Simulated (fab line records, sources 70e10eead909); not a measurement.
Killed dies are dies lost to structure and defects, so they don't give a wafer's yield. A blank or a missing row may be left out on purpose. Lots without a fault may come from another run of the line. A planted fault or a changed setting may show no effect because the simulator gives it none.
Problem report in the 8D (eight disciplines) form, filled by code | flow nand_harc | the parts of the form that need people (team, actions taken, sign-off) are left out

1. THE PROBLEM
killed_at_array at NHARC_END_SORT_01 reads a mean of 672 on 3 wafers of 2 lots; wafers without a fault read 26 with a standard deviation of 11. That is +59 standard deviations from the usual mean.
First seen on wafer L375.4, day 23 22:50, on prober-02. The record holds 6 wafers of 2 lots with a number at this step. Rule for "out", or "out of limits": more than 4 standard deviations from the usual mean. The other wafers with a number count as sound.

2. WHAT IT IS AND WHAT IT IS NOT
question                    | is                           | is not
which readings at this step | killed_at_array, killed_dies | killed_at_periphery, killed_open, killed_short
which lots                  | L375, L376                   | -
which wafers of those lots  | L375.4, L375.6, L376.6       | L375.3, L376.3, L376.5
read on which gauges        | prober-01, prober-02         | -
when                        | from day 23 22:50            | up to then (2 sound wafers); but 1 sound wafer of L376 came after

3. SUSPECTS, AND WHAT RULES EACH OUT
Counting: a tool at a process step up to the reading stays a suspect if it ran every lot that is out. Sound lots after the first of them don't rule it out here, since some wafers of a struck lot are sound.
- the gauge at NHARC_END_SORT_01: ruled out. The wafers that are out were read on 2 gauges (prober-01, prober-02).
- rie_diel-07 at NHARC_A_STAIRCASE_TRIM_233 (chemistry O2, time 211.2 s): kept. It ran every lot that is out, first L376 (day 15 20:20). NHARC_A_STAIRCASE_TRIM_233 gives no start for some lots, so the hours and the order of its lots are those of NHARC_A_STAIRCASE_ETCH_236.
- rie_diel-07 at NHARC_A_STAIRCASE_ETCH_236 (etches the open film in C4F8/O2, target depth 100 nm, time 40.5 s): kept. It ran every lot that is out, first L376 (day 15 20:20). Its own readings are out on those wafers: run_length_s.
- Within rie_diel-07 at NHARC_A_STAIRCASE_ETCH_236: the wafers that are out ran in chambers 1, 2; their sound lot-mates ran in chambers 0, 3.
Left after counting: rie_diel-07 at NHARC_A_STAIRCASE_TRIM_233, rie_diel-07 at NHARC_A_STAIRCASE_ETCH_236.

4. THE CAUSE (what the simulator had put in)
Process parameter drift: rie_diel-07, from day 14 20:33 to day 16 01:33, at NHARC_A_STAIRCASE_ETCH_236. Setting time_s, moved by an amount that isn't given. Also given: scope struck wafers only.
Counting left 2 suspects, and this tool is among them.

5. THE CHAIN OF EFFECTS, in route order
Each row: a reading whose mean over the struck wafers that have a number lies more than 3 standard deviations from the usual. Only readings for which the record gives a usual standard deviation are gone through. hours: the time from each lot's start at the first step in this table that gives one to its start at this step, as a median over the lots. sigmas: the change in usual standard deviations.
hours | step                       | reading         | usual  | on struck wafers | change | sigmas
0     | NHARC_A_STAIRCASE_ETCH_236 | run_length_s    | 61.7 s | 41.7             | -20.0  | -43
194   | NHARC_END_SORT_01          | killed_at_array | 26     | 672              | +646   | +59
194   | NHARC_END_SORT_01          | killed_dies     | 30     | 677              | +647   | +59
The process steps in it:
- NHARC_A_STAIRCASE_ETCH_236: etches the open film in C4F8/O2, target depth 100 nm, time 40.5 s.
Readings that are blank on the struck wafers while sound wafers have them: bias_w at NHARC_A_STAIRCASE_ETCH_236.

6. WHAT WOULD HAVE CAUGHT IT SOONER
In this record the first reading out of limits at a measuring or inspecting step was taken at day 23 22:50, 218 hours after the fault began at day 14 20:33.
The tool's own readings at NHARC_A_STAIRCASE_ETCH_236 were out on every struck wafer that the step has a row for (run_length_s): an alarm limit on them would have fired on the first of those.
All the lots that are out (2) had begun NHARC_A_STAIRCASE_ETCH_236 on rie_diel-07 by day 23 22:50. A hold on the tool at that time would have spared none of them.
